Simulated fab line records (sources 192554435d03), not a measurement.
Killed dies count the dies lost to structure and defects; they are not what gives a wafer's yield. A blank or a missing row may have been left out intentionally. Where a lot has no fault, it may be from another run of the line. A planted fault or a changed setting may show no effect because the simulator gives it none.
fab line records	flow n5-finfet
record: lots: 4	wafers: 12	last-day: 16
route steps=1938 shown BEOL_M2@922 BEOL_M3@931 BEOL_M4@1111 PASSIVATION@1936
lots that met no fault: taken from a fault-free run of the same line
start-h: the number of hours between the record's first day and the start of the first shown wafer of the lot	wait-h: hours from the lot's prior step to this one	" the same as in the row above	L1.1+2: a row that stands for several wafers	- no value present, or no start provided	* or withheld: withheld	< > ~ a bound
route shown NAME@n: NAME is a module with steps in the file, n the number in the route of the first one	usual: the fault-free wafers' mean and standard deviation	same: alike in all rows	chamber/n: place in a boat	sites: per-site readings	_std_site: standard deviation across them	_edge_site: inner sites' mean taken away from outer sites' mean	radius-mm: how far each site lies from the wafer's centre	mask NAME#n: copy n	behind: the most recent tool/chamber to have shaped the wafer	hold: why the lot was held/for how many hours/how that ended	device: the n, p or np transistor that did not switch	end of line: tests run on the same wafers once the route is complete	a step without rows: its recipe alone	killed: at the first sort, the dies lost to defects and structure; wafer yield is something else	map: per-die view of a wafer (x killed, . not killed, _ where there is no die)
set.NAME: the setting the step ran with; set.NAME@STEP: the setting that earlier step ran with	model.NAME: the simulator's own value behind a step, which no gauge read
lots at some steps of the route; a table a step, a row a wafer
services: a tool's chamber out of use, with start hour (start-h, from the record's first day; less than 0 if before it), hours out, and reason
== steps ==
step: N5_BEOL_M2_ANNEAL_51
recipe: temp-c: 225	time-s: 90	ambient: N2
step: N5_BEOL_M2_CMP_52
recipe: stop-on: SiOC	t-overpolish-s: 6.8	down-force-psi: 1	platen-rpm: 50	clearing-platen-down-force-psi: 1.5	clearing-platen-rpm: 50	post-cmp-clean: cu-alkaline	target-thk-nm: 40	clearing-platen-pad-velocity-m-s: 0.99484	pad-velocity-m-s: 0.99484
step: N5_BEOL_M2_PRE_CLEAN_60
recipe: gas: NH3/H2	time-s: 15	temp-c: *	rf-power-w: 300
step: N5_BEOL_M2_CO_CAP_55
recipe: material: Co	target-thk-a: 20	temp-c: 200	precursor: CCTBA/H2	pressure-torr: 30	time-s: 102.1
step: N5_BEOL_M2_PRE_CLEAN_56
recipe: gas: NH3	time-s: 15	temp-c: withheld	rf-power-w: 300
step: N5_BEOL_M2_DEP_57
recipe: material: SiCN	target-thk-a: 80	temp-c: withheld	precursor: 3MS/NH3	pressure-torr: 3	rf-w: 202	time-s: 14
step: N5_BEOL_M3_ILD_DEP_00
recipe: material: SiOC	target-thk-a: 790	temp-c: 350	precursor: DEMS/O2	pressure-torr: 5	rf-w: 500	time-s: 15.3
step: N5_BEOL_M3_PECVD_72
recipe: material: SiO2	target-thk-a: 160	temp-c: 400	precursor: TEOS/O2	pressure-torr: 5.5	rf-w: 450	teos-flow-sccm: 53.8	gas: O2	flow-sccm: 3000	time-s: 18
step: N5_BEOL_M3_HM_DEP_02
recipe: material: TiN	target-thk-a: 200	temp-c: 25	chamber-pressure-pa: 0.49996
usual: throttle-valve-pct: 30.5/0.79
lot.wafer	tool	chamber	start-h	wait-h	throttle-valve-pct	model.TiN_of_BEOL_M3_HM_DEP_02.thk-nm
L272.1	pvd-sputter-03	-	233.78	1.5	30.4	20
L272.2	"	-	"	"	31.0	20
L272.3	"	-	"	"	32.0	19.8
L273.2	pvd-sputter-03	-	234.36	0.8	31.3	28.6
L273.5	"	-	"	"	31.2	28.6
L273.6	"	-	"	"	30.5	28.8
L274.3	pvd-sputter-02	-	237.53	2.7	30.6	20.2
L274.4	"	-	"	"	29.3	20
L274.5	"	-	"	"	29.7	19.8
L276.1	pvd-sputter-03	-	251.51	3.5	32.1	29
L276.4	"	-	"	"	31.2	29
L276.5	"	-	"	"	31.3	29.2
step: N5_BEOL_M3_COAT_61
recipe: resist: SOC	temp-c: 250	time-s: 60	spin-rpm: 1500	resist-thk-nm: 60
step: N5_BEOL_M3_COAT_62
recipe: resist: SiARC	temp-c: 220	time-s: 60	spin-rpm: 1500	resist-thk-nm: 12
step: N5_BEOL_M3_COAT_73
recipe: resist: underlayer	temp-c: 205	time-s: 60	spin-rpm: 1500	resist-thk-nm: 5
step: N5_BEOL_M3_COAT_05
recipe: resist: CAR-EUV	spin-rpm: 1500	resist-thk-nm: 30
step: N5_BEOL_M3_EBR_07
recipe: solvent: PGMEA	ebr-width-mm: 1.5
step: N5_BEOL_M3_SOFTBAKE_06
recipe: temp-c: 110	time-s: 60	resist: CAR-EUV
step: N5_BEOL_M3_EXPOSE_08
recipe: mask-id: M3	na: 0.33	source-shape: dipole	sigma-inner: 0.369	sigma-outer: 0.767	polarization: unpolarized	dose-mj: 33
step: N5_BEOL_M3_PEB_09
recipe: peb-temp-c: 100	peb-time-s: 60	resist: CAR-EUV
step: N5_BEOL_M3_DEVELOP_10
recipe: develop-time-s: 30	developer: TMAH	resist: CAR-EUV	rinse-liquid: surfactant-rinse	dry: air-spin	dev-temp-c: 23
step: N5_BEOL_M3_DESCUM_16
recipe: chemistry: O2	time-s: 7	source-power-w: 50	bias-power-w: 20	pressure-mtorr: 20	rf-frequency-hz: 2.712e+07	temp-c: 40	resist: CAR-EUV	o2-flow-sccm: 225
step: N5_BEOL_M3_ETCH_74
recipe: chemistry: N2/H2	target: underlayer	target-depth-a: 65	mask-material: CAR-EUV	time-s: 5.2	ion-energy-ev: 200	pressure-mtorr: 30	source-w: 840	bias-w: 150	n2-flow-sccm: 200	h2-flow-sccm: 200	ends: cleared
step: N5_BEOL_M3_ETCH_63
recipe: chemistry: CF4	target: SiARC	target-depth-a: 156	mask-material: CAR-EUV	time-s: 26	ion-energy-ev: 80	pressure-mtorr: 40	source-w: 545	bias-w: 36	Ar_flow_sccm: 100	cf4-flow-sccm: 100	ends: cleared
step: N5_BEOL_M3_ETCH_64
recipe: chemistry: N2/H2	target: SOC	target-depth-a: 750	overetch-a: 150	mask-material: SiARC	temp-c: 40	time-s: 112.5	ion-energy-ev: 200	pressure-mtorr: 30	source-w: 840	bias-w: 150	n2-flow-sccm: 200	h2-flow-sccm: 200
step: N5_BEOL_M3_STRIP_65
recipe: chemistry: N2/H2	temp-c: 40	n2-flow-sccm: 200	h2-flow-sccm: 200	rf-frequency-hz: 6e+07
step: N5_BEOL_M3_STRIP_75
recipe: chemistry: N2/H2	temp-c: 40	n2-flow-sccm: 200	h2-flow-sccm: 200	rf-frequency-hz: 6e+07
step: N5_BEOL_M3_STRIP_66
recipe: chemistry: CF4	resist: SiARC	power-w: 300	bias-power-w: 75	pressure-mtorr: 50	cf4-flow-sccm: 150	rf-frequency-hz: 6e+07
step: N5_BEOL_M3_HM_OPEN_17
recipe: chemistry: Cl2/BCl3	target-depth-a: 200	overetch-a: 60	target: TiN	mask-material: SOC	ion-energy-ev: 150	pressure-mtorr: 10	icp-w: 1000	bias-w: 126	Cl2_flow_sccm: 53.25	bcl3-flow-sccm: 21.75	Ar_flow_sccm: 25
usual: chamber-pressure-mTorr: 10.000/0.0097	drypump-motor-current-A: 5.8/0.42	oes_ar_750_au: 0.78/0.074	oes-product-au: 0.66/0.064	throttle-valve-pct: 22.03/0.096
lot.wafer	tool	chamber	start-h	wait-h	chamber-pressure-mTorr	drypump-motor-current-A	oes_ar_750_au	oes-product-au	rf-hours-counter-h	throttle-valve-pct	model.etch.depth-nm
L272.1	rie-metal-03	0	234.69	0.0	9.996	5.2	0.83	0.73	15	22.04	20.1
L272.2	"	1	"	"	10.000	5.7	0.70	0.59	79	22.05	19.95
L272.3	"	0	"	"	10.004	5.2	0.84	0.73	-	22.05	19.85
L273.2	rie-metal-02	1	235.12	0.0	10.013	5.5	0.70	0.70	69	21.99	25.88
L273.5	"	0	"	"	10.005	5.9	0.87	0.87	-	21.68	26.05
L273.6	"	1	"	"	10.013	5.5	0.71	0.70	-	21.98	25.92
L274.3	rie-metal-01	1	238.46	0.1	10.022	5.8	0.72	0.62	-	21.95	20.1
L274.4	"	0	"	"	10.000	6.6	0.80	0.68	-	22.08	20.03
L274.5	"	0	"	"	10.006	6.6	0.81	0.68	-	22.09	19.75
L276.1	rie-metal-02	1	252.27	0.0	10.008	5.5	0.70	0.70	71	21.99	25.96
L276.4	"	0	"	"	10.020	5.9	0.87	0.87	-	21.66	26.5
L276.5	"	0	"	"	9.979	5.9	0.86	0.86	-	21.66	26.13
step: N5_BEOL_M3_STRIP_19
recipe: chemistry: O2	power-w: 400	temp-c: 40	pressure-mtorr: 30	rf-frequency-hz: 6e+07	bias-power-w: 0	overash-fraction: 0.2	o2-flow-sccm: 225
step: N5_BEOL_M3_COAT_67
recipe: resist: SOC	temp-c: 250	time-s: 60	spin-rpm: 1500	resist-thk-nm: 60
step: N5_BEOL_M3_COAT_68
recipe: resist: SiARC	temp-c: 220	time-s: 60	spin-rpm: 1500	resist-thk-nm: 12
step: N5_BEOL_M3_COAT_76
recipe: resist: underlayer	temp-c: 205	time-s: 60	spin-rpm: 1500	resist-thk-nm: 5
step: N5_BEOL_M3_COAT_22
recipe: resist: CAR-EUV	spin-rpm: 1500	resist-thk-nm: 30
step: N5_BEOL_M3_EBR_24
recipe: solvent: PGMEA	ebr-width-mm: 1.5
step: N5_BEOL_M3_SOFTBAKE_23
recipe: temp-c: 110	time-s: 60	resist: CAR-EUV
step: N5_BEOL_M3_EXPOSE_25
recipe: mask-id: V2	na: 0.33	source-shape: quasar	sigma-inner: 0.2	sigma-outer: 0.8	polarization: unpolarized	defocus-nm: 5	dose-mj: 63
step: N5_BEOL_M3_ETCHBACK_99
recipe: chemistry: CHF3	target: SiO2	target-depth-a: 50	time-s: 10.4	source-w: 215	bias-w: 47	Ar_flow_sccm: 200	CHF3_flow_sccm: 12	ion-energy-ev: 100	pressure-mtorr: 30
usual: chamber-pressure-mTorr: 29.999/0.027	drypump-motor-current-A: 5.80/0.28	oes_ar_750_au: 0.76/0.071	oes_f_703_au: 0.76/0.072	oes-product-au: 0.76/0.078	rf-vpp-V: 241.2/1.9	showerhead-plenum-p-Torr: 2.15/0.062	throttle-valve-pct: 17.21/0.25
lot.wafer	tool	chamber	start-h	wait-h	chamber-pressure-mTorr	drypump-motor-current-A	oes_ar_750_au	oes_f_703_au	oes-product-au	rf-hours-counter-h	rf-vpp-V	showerhead-plenum-p-Torr	throttle-valve-pct
L272.1	rie-diel-02	2	237.82	2.2	30.019	5.32	0.76	0.76	0.76	160	239.6	2.06	16.93
L272.2	"	0	"	"	30.031	6.08	0.75	0.75	0.73	176	241.2	2.15	17.34
L272.3	"	1	"	"	29.974	5.90	0.70	0.70	0.70	226	241.8	2.12	17.44
L273.2	rie-diel-06	3	238.01	2.1	29.946	6.13	0.79	0.78	0.49	101	244.1	2.08	17.16
L273.5	"	3	"	"	29.987	6.15	0.78	0.78	0.53	-	244.0	2.08	17.17
L273.6	"	0	"	"	29.967	5.82	0.67	0.67	0.41	-	241.8	2.20	17.49
L274.3	rie-diel-06	1	243.13	3.2	30.018	5.93	0.97	0.96	0.99	2	246.5	2.20	16.70
L274.4	"	2	"	"	30.014	5.79	0.73	0.73	0.71	-	244.0	2.23	17.27
L274.5	"	1	"	"	30.009	5.95	0.97	0.97	0.98	-	243.2	2.20	16.70
L276.1	rie-diel-04	2	254.66	1.4	29.964	5.80	0.86	0.87	0.47	50	242.5	2.10	16.44
L276.4	"	1	"	"	30.019	6.24	0.89	0.90	0.64	40	242.1	2.28	17.11
L276.5	"	3	"	"	30.000	5.47	0.72	0.72	0.41	-	238.3	2.12	17.33
step: N5_BEOL_M3_TRENCH_ETCH_37
recipe: chemistry: C4F6/O2	target-depth-a: 555.55	target: SiOC	time-s: 29.2	ion-energy-ev: 250	pressure-mtorr: 30	source-w: 355	bias-w: 185	Ar_flow_sccm: 300	C4F6_flow_sccm: 10	O2_flow_sccm: 10
usual: chamber-pressure-mTorr: 29.996/0.026	drypump-motor-current-A: 5.80/0.29	oes_ar_750_au: 0.76/0.071	oes_f_703_au: 0.76/0.072	oes-product-au: 0.76/0.078	rf-vpp-V: 667/4.7	showerhead-plenum-p-Torr: 2.85/0.079	throttle-valve-pct: 20.99/0.25
lot.wafer	tool	chamber	start-h	wait-h	chamber-pressure-mTorr	drypump-motor-current-A	oes_ar_750_au	oes_f_703_au	oes-product-au	rf-hours-counter-h	rf-vpp-V	showerhead-plenum-p-Torr	throttle-valve-pct	model.TiN_of_BEOL_M3_HM_DEP_02.thk-nm
L272.1	rie-diel-02	2	-	-	29.999	5.32	0.76	0.76	0.75	160	659	2.73	20.68	17.8
L272.2	"	0	"	"	29.981	6.10	0.75	0.74	0.74	176	667	2.84	21.14	17.6
L272.3	"	1	"	"	30.006	5.92	0.70	0.71	0.70	227	668	2.81	21.21	17.6
L273.2	rie-diel-06	3	-	-	30.011	6.17	0.78	0.78	0.78	101	673	2.76	21.01	26.4
L273.5	"	3	"	"	29.974	6.15	0.79	0.78	0.79	-	671	2.76	21.01	26.2
L273.6	"	0	"	"	29.963	5.83	0.67	0.67	0.67	-	671	2.91	21.23	26.4
L274.3	rie-diel-06	1	-	-	29.995	5.96	0.96	0.97	0.99	2	677	2.91	20.50	17.6
L274.4	"	2	"	"	29.966	5.79	0.72	0.73	0.72	-	674	2.94	21.04	17.6
L274.5	"	1	"	"	29.923	5.96	0.97	0.97	0.99	-	679	2.91	20.49	17.4
L276.1	rie-diel-04	2	-	-	30.001	5.79	0.87	0.87	0.87	50	671	2.78	20.21	26.6
L276.4	"	1	"	"	29.994	6.25	0.88	0.90	0.91	40	668	3.01	20.99	26.4
L276.5	"	3	"	"	30.009	5.46	0.71	0.72	0.71	-	661	2.81	21.12	26.8
step: N5_BEOL_M3_OCD_MEAS_38
usual: trench-depth-nm: 55.4/0.96
lot.wafer	tool	chamber	start-h	wait-h	trench-depth-nm
L272.1	ocd-01	-	238.21	-	55.1
L272.2	"	-	"	"	54.5
L272.3	"	-	"	"	54.4
L273.2	ocd-02	-	238.40	-	21.2
L273.5	"	-	"	"	26.3
L273.6	"	-	"	"	20.8
L274.3	ocd-01	-	243.52	-	57.9
L274.4	"	-	"	"	55.4
L274.5	"	-	"	"	57.4
L276.1	ocd-02	-	255.05	-	15.3
L276.4	"	-	"	"	31.1
L276.5	"	-	"	"	17.2
step: N5_BEOL_M4_RC_MEAS_101
usual: CHAIN_V2_max_site: 241/8	CHAIN_V3_max_site: 242/8.1	DIBL_N: 36.3/1.4	DIBL_P: 35.7/1.5	IOFF_N: 0.155/0.022	IOFF_P: 0.204/0.027	ION_N: 671/9	ION_P: 459/6.2	SS_N: 71.5/0.54	SS_P: 73.1/0.56	VT_N: 250.2/2.6	VT_P: -251/3.3
lot.wafer	tool	chamber	start-h	wait-h	CHAIN_V2_max_site[ohm/link]	CHAIN_V3_max_site[ohm/link]	DIBL_N[mV/V]	DIBL_P[mV/V]	IOFF_N[nA/um]	IOFF_P[nA/um]	ION_N[uA/um]	ION_P[uA/um]	SS_N[mV/dec]	SS_P[mV/dec]	VT_N[mV]	VT_P[mV]
L272.1	prober-01	0	253.09	0.0	257	240	38.4	35.7	0.183	0.193	682	453	72.0	73.8	246.3	-253
L272.2	"	0	"	"	249	251	35.8	34.0	0.140	0.165	666	454	71.2	72.9	252.3	-256
L272.3	"	0	"	"	250	247	34.6	32.4	0.125	0.148	664	452	70.7	72.7	250.8	-256
L273.5	prober-02	0	256.31	0.6	~571	~571	39.8	37.9	0.190	0.230	685	461	72.6	74.5	246.0	-248
L274.3	prober-01	0	263.09	0.3	237	236	34.6	35.8	0.139	0.181	671	459	71.3	72.4	251.3	-250
L274.4	"	0	"	"	242	243	34.4	35.0	0.131	0.177	652	449	72.1	73.0	255.6	-253
L274.5	"	0	"	"	243	232	35.6	36.5	0.149	0.194	666	451	72.0	73.4	253.2	-252
L276.4	prober-01	0	274.79	0.5	~571	~571	38.4	37.3	0.197	0.237	677	459	72.3	73.3	249.3	-250
L276.5	"	0	"	"	~571	~571	34.9	34.4	0.131	0.195	666	458	71.2	72.7	251.6	-250
step: N5_PASSIVATION_PROBE_49
usual: defect-limited-yield: 91.0/1.5	killed_at_M0_to_M3: 36/12	killed_at_M4_up: 14/5.5	killed-at-contacts: 11/4.8	killed-at-front-end: 42/12	killed-at-other: 3.7/2.7	killed-dies: 106/18	killed-on-rim: 13/4.5	killed-open: 70/13	killed-short: 35/8.2	sort_bin_5_function: 5.3/1	sort_bin_6_memory: 3.3/0.69	sort-n-pass: 1074/18	sort-yield-pct: 91.0/1.5
same: gross-dies: 1180	killed-at-back-side: 0	sort_bin_4_leakage[%]: 0	sort_bin_8_speed[%]: 0
lot.wafer	tool	chamber	start-h	wait-h	defect-limited-yield[%]	killed_at_M0_to_M3	killed_at_M4_up	killed-at-contacts	killed-at-front-end	killed-at-other	killed-dies	killed-on-rim	killed-open	killed-short	sort_bin_5_function[%]	sort_bin_6_memory[%]	sort-n-pass	sort-yield-pct[%]
L274.3	prober-02	-	361.77	0.1	90.8	42	10	9	43	4	108	15	70	35	6.3	2.4	1072	90.8
L274.4	prober-02	-	361.82	0.2	89.7	40	15	5	58	3	121	10	83	38	6.9	2.9	1059	89.7
L274.5	prober-02	-	361.87	0.2	88.3	45	19	11	59	4	138	24	91	45	7.2	4.1	1042	88.3
L273.2	prober-01	-	363.69	0.1	31.9	718	15	9	59	3	804	126	67	36	64.9	2.8	376	31.9
L273.5	prober-01	-	363.84	0.2	53.6	478	16	14	29	11	548	107	65	40	42.4	3.9	632	53.6
L273.6	prober-01	-	363.89	0.3	36.2	682	21	10	35	5	753	15	73	39	60.0	3.5	427	36.2
L276.1	prober-01	-	379.78	0.0	25.3	794	15	6	66	1	882	119	87	46	69.9	4.4	298	25.3
L276.4	prober-01	-	379.93	0.2	54.0	472	11	16	43	1	543	51	74	51	42.0	3.5	637	54.0
L276.5	prober-01	-	379.98	0.2	41.4	623	11	4	47	6	691	135	75	43	54.2	4.1	489	41.4
killed by level:class
L274.3 FIN_SAQP:geometric-particle:open=12 BEOL_M0_SAQP:geometric-particle:short=11 BEOL_M2:geometric-particle:open=10 FIN_SAQP:geometric-particle:short=9 MOL_CONTACT_COAG:geometric-particle:open=9 BEOL_M1:geometric-particle:open=8 BEOL_M4:geometric-particle:open=6 DUMMY_GATE:geometric-particle:open=5
L274.4 FIN_SAQP:geometric-particle:open=11 STI_FIN_REVEAL:geometric-particle:open=11 BEOL_M2:geometric-particle:open=11 FIN_SAQP:geometric-particle:short=10 BEOL_M0_SAQP:geometric-particle:open=10 DUMMY_GATE:geometric-particle:open=9 BEOL_M0_SAQP:geometric-particle:short=6 BEOL_M4:geometric-particle:open=6
L274.5 FIN_SAQP:geometric-particle:open=21 FIN_SAQP:geometric-particle:short=10 BEOL_M0_SAQP:geometric-particle:open=10 MOL_CONTACT_COAG:geometric-particle:open=9 BEOL_M0_SAQP:geometric-particle:short=9 BEOL_M4:geometric-particle:open=7 STI_FIN_REVEAL:geometric-particle:open=7 BEOL_M2:geometric-particle:open=7
L273.2 BEOL_M3:area-open=698 FIN_SAQP:geometric-particle:short=14 FIN_SAQP:geometric-particle:open=13 MOL_CONTACT_COAG:geometric-particle:open=9 BEOL_M0_SAQP:geometric-particle:short=9 GATE_CUT:geometric-particle:open=8 STI_FIN_REVEAL:geometric-particle:open=7 DUMMY_GATE:geometric-particle:open=6
L273.5 BEOL_M3:area-open=443 MOL_CONTACT_COAG:geometric-particle:open=11 BEOL_M0_SAQP:geometric-particle:open=10 FIN_SAQP:geometric-particle:short=7 BEOL_M2:geometric-particle:open=7 BEOL_M0_SAQP:geometric-particle:short=6 FIN_SAQP:geometric-particle:open=5 BEOL_M1:geometric-particle:open=5
L273.6 BEOL_M3:area-open=640 BEOL_M4:geometric-particle:open=13 BEOL_M0_SAQP:geometric-particle:short=11 BEOL_M0_SAQP:geometric-particle:open=9 BEOL_M2:geometric-particle:open=8 MOL_CONTACT_COAG:geometric-particle:open=7 FIN_SAQP:geometric-particle:short=6 STI_FIN_REVEAL:geometric-particle:open=6
L276.1 BEOL_M3:area-open=749 STI_FIN_REVEAL:geometric-particle:open=18 BEOL_M0_SAQP:geometric-particle:open=14 FIN_SAQP:geometric-particle:open=11 FIN_SAQP:geometric-particle:short=9 GATE_CUT:geometric-particle:short=8 BEOL_M3:geometric-particle:open=6 MOL_CONTACT_COAG:geometric-particle:open=6
L276.4 BEOL_M3:area-open=418 BEOL_M0_SAQP:geometric-particle:short=19 MOL_CONTACT_COAG:geometric-particle:open=12 BEOL_M3:geometric-particle:open=9 FIN_SAQP:geometric-particle:open=8 BEOL_M0_SAQP:geometric-particle:open=8 BEOL_M1:geometric-particle:open=8 DUMMY_GATE:geometric-particle:open=7
L276.5 BEOL_M3:area-open=570 BEOL_M0_SAQP:geometric-particle:open=14 FIN_SAQP:geometric-particle:open=10 FIN_SAQP:geometric-particle:short=10 STI_FIN_REVEAL:geometric-particle:open=9 BEOL_M2:geometric-particle:open=8 BEOL_M1:geometric-particle:open=7 BEOL_M0_SAQP:geometric-particle:short=6
map L273.2 (x killed, . not)
_________________xxxxxx.xx.x.________________
______________x.xxxxx..xx.x.x..._____________
___________xxxx.xxxxxxxx.xx.x..x...__________
__________xxxxx.x.xxx.xxxxx.xxx...xx_________
________xxxx.xxxx.x.xxxxxxxxxxxxxxx.xx_______
_______.x.xx.x.xxxxxx.xxxxxxxxxxxx.xxxx______
______.x..xx.xx...xx..x.xxxxxx....xxxxxx_____
_____xxx.x..x.xx...x.x..x..xx.x.xx.xx.x.x____
____xxxxxxxxx........x...xxxx....xxxxx.xxx___
___xxxxxxxx.x.....x..xx..xx...xxx.xxxxxxxxx__
___xxxxxxxx...x.xx..x.x.xx.........xxx.xxxx__
__xxxxxxxx..xx...x.xx....xx.....xxxxxx.xxxxx_
__xxxxx.xx.xx.xx...x.........x..xx.xxxxxx.xx_
_xxxxx.xxx...x....x..x...........xxxxx.xxxx.x
_xxxxxxx.xx...xx..x...x.x.....xx..xxxx.xx.xxx
_xxxxxxxxx..xxxx.x.xx........x..xx.xxx.....xx
_xxxxxx..xx....x...x..........x.xxxxx.x.x.xxx
_x.xxxxx.xx.xx....xxx.x...xxxx.xxxx..x...x.xx
_xxx.xxxx.x.x.....x.xxxx.x....xxxxxxxx.xx.xx.
_xxxxxx...xxx.xxxxx.xxxx.xxxx.xxxxxx...xx.xxx
_xxxxx.xxxxxxxxxx.xxxxxxxxx..x.xxxxxxx.x.xxxx
__xxxx.xx.x.xxxxxxxxxxxxxxxxxxxxxxxxxxx..xxx_
__xxxxxxxx.xxx.xxxxxxxxxxxxxxxxxxx...xxxxxx._
___xxxxxxxxx...x.xxxxxxxxxxxxxxxxxxxx.xxxx.__
___xxxxxx.x...x.x.xxx.xxxx..xxxxxxxx.x..xx.__
____xxxxxx..x.xxxx..xx.xx.xxxxxxxxxx....x.___
_____xxxxxxxxxxxxxxx.xx..x...xxxxxxx.xxxx____
______xxx..xxxx.xx.xx....x..xxxxxxxxx.xx_____
_______xxxxxxxxxxx.xx.......xxxxxxxxxxx______
________xxxxxxxxxxxxxx...x..x.xxxxxxxx_______
__________xx.xxxxxxxxxxx.xxxxxxxxx.x_________
___________x.xxxxxxxxx.x.xx.x.xxxxx__________
______________xxxxxxxxxxx.x.xxxx_____________
_________________xxxxxxx.x...________________
map L276.1 (x killed, . not)
_________________xxxxx.xxx.x.________________
______________.xxxxxxxxx.x..xxxx_____________
___________xxxxxxxxxxx.xx.x..x.x.xx__________
__________x.xxxxxxxxxxx.xxxxxx.x..xx_________
________xxxxxxxxxxxxx.xxx.xxxx.x....xx_______
_______xxxxxxxx.x.xxxxx.xxxxxxxxxxxxxxx______
______xxxx.xxxxxxxxxx.xxxxx.xxxxxxxxx..x_____
_____xx.xxxxxxxxxxx...xxxxxxxxxxxx..xx..x____
____xxxxxxxxxxxxxxxx.xx..xxx...xxx.xx.xxx.___
___xxxx.xxxxxxxxxx...x..x.x.x...xxxxxxx.xxx__
___xx.xxxxx.xxxxxx.xxxx.xx.....x.xxxxx.xx..__
__x.xx.xxxxxxxxx.x....x....x.x...xx.xxxxxxxx_
__xxxxxxxxxxxxxxxxx.xxx..xx.x......xxxxxxxx._
_x.xxx.xxxxx.xxxx.x...x..x...xxxx.xx.xxxxxxxx
_xxxxxxxxxxxxxxxxxxxxx.....x..xx..xxxxxxxxxxx
_xxxxxxxxxxxxx.x..xxx.....x.xxx.xxxxxx.xxxxx.
_x.xxxxxxxxxxxxxxxx.xx.x..xx.xxxxxxx..xxx.x.x
_xxxxxxxxxxxxxxxxx..xxx.x.xx.x.xxxx.x..xx...x
_xxxxxxx.xxxxxxxx.x.xxx.x.x..xxxxxx.x..x.....
_xxxxxxxxxxx.xxxxxxxxxxxxx.x.xxxxxxx.......x.
_xxxxxx.xxxxxxxxxxxxxxxxxxx.x.xxxxxxx.x..x.x.
__xxxxxxxxxxx.xxxx.xxxxxxxxxxxxxxxx.xx......_
__xxxxxxxx.x...x..xxxxxxxxxxxxx.x.x.x.xxx.x._
___xxxxx.x.x.xx..xxxxxxxxxxxx.xxxxx...xx.xx__
___xxxxxxx..x.xx..xxxxxxxxxxxx.x.x.x.x.x.xx__
____xxxxx.xxx..xxxxxxxx...x..xxxxxxxx..xxx___
_____xxxx.x.xxxx.xxx.xx.x.x.xx.xxxxxx.x..____
______xxx.x.xxx.xxxxx.x.....xxxxxx.x...x_____
_______xx.xxxxxxxxxxxxxxx.x.xxxxxx.x...______
________xxxx..xxxxxxxxx..xxxxxxxxxx.x._______
__________.xxxxxxxxxxxx..x.x.xxxx.x._________
___________xxxxxxxxxxx...xx.xxxxxx.__________
______________xxxxxxxxxxxxx..xxx_____________
_________________xxxxxxx.x.xx________________
== services ==
tool	chamber	start-h	hours	kind
rie-diel-02	3	220.00	-	clean
rie-diel-02	3	220.00	-	consumable-replace:focus-ring
rie-diel-02	3	220.00	18.5	scheduled-down
rie-diel-02	3	220.00	18.5	vent-cycle
rie-diel-06	1	227.30	-	clean
rie-diel-06	1	227.30	-	consumable-replace:focus-ring
rie-diel-06	1	227.30	12.9	scheduled-down
rie-diel-06	1	227.30	12.9	vent-cycle
rie-diel-02	3	240.04	7.0	repair
rie-diel-06	0	240.32	-	clean
rie-diel-06	0	240.32	-	consumable-replace:focus-ring
rie-diel-06	0	240.32	11.9	scheduled-down
rie-diel-06	0	240.32	11.9	vent-cycle
rie-metal-01	-	241.19	1.0	repair
== key ==
first-sign: step: N5_BEOL_M3_ETCHBACK_99	reading: oes-product-au	direction: down	sigmas: 3.4	usual: 0.76	struck: 0.49
effect: step: N5_BEOL_M3_OCD_MEAS_38	reading: trench-depth-nm	direction: down	sigmas: 35	usual: 55.4	struck: 22.0
effect: step: N5_BEOL_M4_RC_MEAS_101	reading: CHAIN_V2_max_site	direction: up	sigmas: 41	usual: 241	struck: ~571
effect: step: N5_BEOL_M4_RC_MEAS_101	reading: CHAIN_V3_max_site	direction: up	sigmas: 41	usual: 242	struck: ~571
effect: step: N5_PASSIVATION_PROBE_49	reading: killed_at_M0_to_M3	direction: up	sigmas: 51	usual: 36	struck: 628
model-effect: step: N5_BEOL_M3_HM_DEP_02	value: TiN_of_BEOL_M3_HM_DEP_02.thk-nm	without: 20.13	struck: 28.87
model-effect: step: N5_BEOL_M3_HM_OPEN_17	value: etch.depth-nm	without: 20.11	struck: 26.07
model-effect: step: N5_BEOL_M3_TRENCH_ETCH_37	value: TiN_of_BEOL_M3_HM_DEP_02.thk-nm	without: 17.77	struck: 26.47
more-kills-born-at: N5_BEOL_M3_HM_OPEN_17@rie-metal-02: 3518
met-at N5_BEOL_M3_HM_DEP_02
struck-wafers L273.2,L273.5,L273.6,L276.1,L276.4,L276.5
later-rows-left-out L273.2,L273.6,L276.1
onset-between 233.78 234.36
also-fits N5_BEOL_M3_HM_OPEN_17:rie-metal-02
fault: kind: process-parameter-drift	tool: pvd-sputter-03	chamber: -	onset-h: 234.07	steps: N5_BEOL_M3_HM_DEP_02	channel: target-thk-a	offset: *	shape: step	end-h: 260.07	acts-in: *	stated: *
later-rows-left-out: the simulator's readings of these wafers behind a module that went badly wrong aren't trusted and aren't shown, but for the sort
